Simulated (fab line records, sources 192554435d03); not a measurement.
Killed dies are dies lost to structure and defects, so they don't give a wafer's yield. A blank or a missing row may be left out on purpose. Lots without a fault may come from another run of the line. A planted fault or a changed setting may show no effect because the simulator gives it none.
Split-lot experiment | flow n5_finfet | 7 lots, 21 wafers read, on a route of 1938 steps

THE SPLIT
At N5_BEOL_M4_COAT_67 (time 60 s, resist thk 60 nm), the setting spin_rpm was moved away from the recipe's 1500 rpm on 6 of the 21 wafers read, by -9.3% to +10.3%. The other wafers ran this setting at the recipe's value.

FROM THE SPLIT TO THE READING: what the file shows between them, 7 steps
- N5_BEOL_M4_COAT_68: time 60 s, resist thk 12 nm
- N5_BEOL_M4_COAT_76: time 60 s, resist thk 5 nm
- N5_BEOL_M4_ALD_98: deposits SiO2, target thk 2.5 nm, pulse time 1 s, co reactant pulse time 1 s
- N5_BEOL_M4_ETCHBACK_99: etches SiO2 in CHF3, target depth 5 nm, time 10.4 s
- N5_BEOL_M4_ETCH_70: etches SOC in N2/H2, target depth 80 nm, overetch 24 nm, time 130 s
- N5_BEOL_M4_STRIP_71: strips in N2/H2
- N5_BEOL_M4_STRIP_78: strips in N2/H2

THE READING
SOC_of_BEOL_M4_COAT_67.thk_nm (the simulator's own value, which no gauge read), in nm, at N5_BEOL_M4_VIA_ETCH_34 (etches the open film in C4F6/O2, target depth 69.4 nm, time 65.9 s). The file gives no usual value for it. The 15 wafers here that ran the recipe average 52.2 nm, standard deviation 0.22 nm.

wafer  | tool, chamber at the split | spin_rpm as run, rpm | against the recipe | SOC_of_BEOL_M4_COAT_67.thk_nm, nm | against lot-mates on the recipe
L078.1 | litho_track-02, 0          | 1372                 | -8.5%              | 54.6                              | +2.5
L078.4 | litho_track-02, 0          | 1500                 | recipe             | 52                                | -
L078.5 | litho_track-02, 0          | 1500                 | recipe             | 52.2                              | -
L081.4 | litho_track-02, 0          | 1500                 | recipe             | 52.2                              | -
L081.6 | litho_track-02, 0          | 1500                 | recipe             | 52.2                              | -
L081.5 | litho_track-02, 0          | 1360                 | -9.3%              | 55.2                              | +3.0
L082.1 | litho_track-02, 0          | 1500                 | recipe             | 52.2                              | -
L082.6 | litho_track-02, 0          | 1500                 | recipe             | 52.2                              | -
L082.2 | litho_track-02, 0          | 1500                 | recipe             | 52                                | -
L085.2 | litho_track-05, 0          | 1500                 | recipe             | 52.6                              | -
L085.5 | litho_track-05, 0          | 1500                 | recipe             | 52.4                              | -
L085.6 | litho_track-05, 0          | 1652                 | +10.1%             | 49.6                              | -2.9
L090.1 | litho_track-02, 0          | 1500                 | recipe             | 52                                | -
L090.3 | litho_track-02, 0          | 1500                 | recipe             | 52                                | -
L090.5 | litho_track-02, 0          | 1571                 | +4.7%              | 50.6                              | -1.4
L091.3 | litho_track-05, 0          | 1655                 | +10.3%             | 49.2                              | -2.6
L091.4 | litho_track-05, 0          | 1655                 | +10.3%             | 49.2                              | -2.6
L091.6 | litho_track-05, 0          | 1500                 | recipe             | 51.8                              | -
L094.1 | litho_track-05, 0          | 1500                 | recipe             | 52.4                              | -
L094.2 | litho_track-05, 0          | 1500                 | recipe             | 52.2                              | -
L094.4 | litho_track-05, 0          | 1500                 | recipe             | 52.6                              | -

THE FIT
A straight line over all 21 wafers: SOC_of_BEOL_M4_COAT_67.thk_nm changes by -0.29 nm for each +1% of spin_rpm; r = -0.99; the points scatter about the line by 0.23 nm.
The same after taking each lot's own level away (the mean of its wafers on the recipe; 21 wafers): -0.281 nm for each +1%; r = -0.99; scatter 0.15 nm.
On that fit, the largest move of spin_rpm shifts the reading by 2.9 nm.
The lots' own levels span 51.80 to 52.50 nm, that is 3.2 times the standard deviation above.
So the lot-to-lot level changes the slope little: the two slopes agree.
Check: with one of the wafers moved furthest among these (+10.3%) left out of the fit, the line predicts -2.93 nm for it against its lot-mates. It came out at -2.6 nm against them.

THE WHOLE CHAIN: every reading that the file lists as answering this split, in the file's order
step                   | what it does                                                        | reading                                                                        | change (the file's fit)               | r (the file's)
N5_BEOL_M4_COAT_67     | time 60 s, resist thk 60 nm                                         | SOC_of_BEOL_M4_COAT_67.thk_nm (the simulator's own value, which no gauge read) | -0.297 nm for each +1% of the setting | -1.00
N5_BEOL_M4_ETCH_70     | etches SOC in N2/H2, target depth 80 nm, overetch 24 nm, time 130 s | etch.depth_nm (the simulator's own value, which no gauge read)                 | -0.297 nm for each +1% of the setting | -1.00
N5_BEOL_M4_VIA_ETCH_34 | etches the open film in C4F6/O2, target depth 69.4 nm, time 65.9 s  | SOC_of_BEOL_M4_COAT_67.thk_nm (the simulator's own value, which no gauge read) | -0.286 nm for each +1% of the setting | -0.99

THE FILE'S OWN FIT
SOC_of_BEOL_M4_COAT_67.thk_nm changes by -0.286 nm for each +1% of spin_rpm, r = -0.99.
